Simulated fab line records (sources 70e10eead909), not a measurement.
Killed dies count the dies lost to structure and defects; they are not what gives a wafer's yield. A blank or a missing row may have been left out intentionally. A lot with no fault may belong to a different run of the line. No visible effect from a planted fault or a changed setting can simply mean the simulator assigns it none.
A struck lot beside a sound one / flow nand-harc / 13 out of 1302 route steps
Sound: the wafers L507.3, L507.4, L507.5. Struck: wafer L514.1 (left out: L514.5, L514.6 of the same lot, which were not struck); the cause appears at the end.
At each step with rows: each side's tool, then ch and its chambers, then its first start. Under that, the readings that differ: sound wafers / struck wafers / difference of the means / sigmas: that difference in standard deviations of wafers without a fault.
alike: readings with means less than 2 such deviations apart, plus words and numbers identical on both sides. not compared: withheld readings, readings lacking a value on some wafer, bounds such as >300 that could conceal the same value, and numbers that have no deviation in the record and whose values overlap.
Wherever a step has rows on one side only, a row that says differs or no value, or a row with sigmas, the two part there. Numbers that have no deviation but don't overlap get no sigmas and don't part them. A reading that every wafer of one side lacks parts them only if that side has two wafers or more.

first, 1 step without rows for these wafers: NHARC_A_SLIT_SRD_20.
NHARC_A_SLIT_CD_MEAS_21:
  sound: cd-sem-02 at day 22 17:46; struck: cd-sem-01 at day 25 01:25
  alike: cd-nm
then, 3 steps without rows for these wafers: NHARC_A_SIN_REMOVE_WET_00 (chemistry H3PO4, time 15300 s); NHARC_A_SIN_REMOVE_PRECLEAN_01 (cleans in SC1); NHARC_A_SIN_REMOVE_SRD_02.
NHARC_A_SIN_REMOVE_INSPECT_04:
  sound: defect-inspect-01 at day 23 00:21; struck: defect-inspect-02 at day 25 08:00
  alike: raw-defect-count
NHARC_A_WL_FILL_ALD_00: deposits Al2O3, target thk 3 nm, pulse time 3 s, ald cycles 30.
  sound on ald-hk-04 ch 0,2,3, day 23 00:27; struck on ald-hk-01 ch 1, day 25 09:05
reading=precursor-pulse-height-rel; sound=1.007 0.945 0.999; struck=1.025; difference=+0.041; sigmas=+2
  alike: heater-power-w
NHARC_A_WL_FILL_RTA_01: time 5 s.
  sound on rtp-anneal-01 ch 0, day 23 00:44; struck on rtp-anneal-01 ch 0, day 25 09:17
  alike: lamp-power-pct, wafer_temp_C_max
NHARC_A_WL_FILL_ALD_02: deposits TiN, target thk 2 nm, pulse time 3 s, ald cycles 100.
  sound on ald-metal-03 ch 2,3, day 23 00:54; struck on ald-metal-02 ch 1, day 25 09:35
  alike: heater-power-w, precursor-pulse-height-rel
NHARC_A_WL_FILL_CVD_03: deposits W, target thk 40 nm, time 279 s.
  sound on cvd-w-01 ch 0,1, day 23 01:26; struck on cvd-w-01 ch 0, day 25 09:58
  alike: chamber-pressure-Torr, heater-power-w, throttle-valve-pct
NHARC_A_WL_FILL_ETCHBACK_04: etches the open film in NF3, target depth 60 nm, time 120 s.
  sound on rie-metal-03 ch 0,1, day 23 01:46; struck on rie-metal-03 ch 0, day 25 10:22
reading=oes-product-au (a.u.); sound=0.990 1.002 0.993; struck=1.250; difference=+0.255; sigmas=+39
reading=rf-hours-counter-h (h); sound=- - -; struck=1.4; difference=no value on the sound wafers; sigmas=
  alike: drypump-motor-current-A
NHARC_A_WL_FILL_ETCHBACK_05: etches the open film in Cl2/BCl3, target depth 22 nm, time 60 s.
  sound on rie-metal-03 ch 0,1, day 23 01:58; struck on rie-metal-03 ch 1, day 25 10:35
reading=rf-hours-counter-h (h); sound=- - -; struck=1.6; difference=no value on the sound wafers; sigmas=
  alike: drypump-motor-current-A, oes-product-au
-- jump in the record: it breaks off in module A_WL_FILL and resumes in module END (first step shown: number 1302 of the route), and 4 days separate the struck wafers' starts before and after --
NHARC_END_SORT_01:
  sound on prober-02 ch 0, day 27 01:59; struck on prober-02 ch 0, day 29 09:19
  alike: killed-at-array, killed-at-other, killed-at-periphery, killed-dies, killed-open, killed-short

WHERE THEY PART
Earliest at NHARC_A_WL_FILL_ALD_00; latest, in this record, at NHARC_A_WL_FILL_ETCHBACK_05. Later steps at which nothing parts them and some readings are alike: NHARC_END_SORT_01.

WHY: whatever the simulator had introduced
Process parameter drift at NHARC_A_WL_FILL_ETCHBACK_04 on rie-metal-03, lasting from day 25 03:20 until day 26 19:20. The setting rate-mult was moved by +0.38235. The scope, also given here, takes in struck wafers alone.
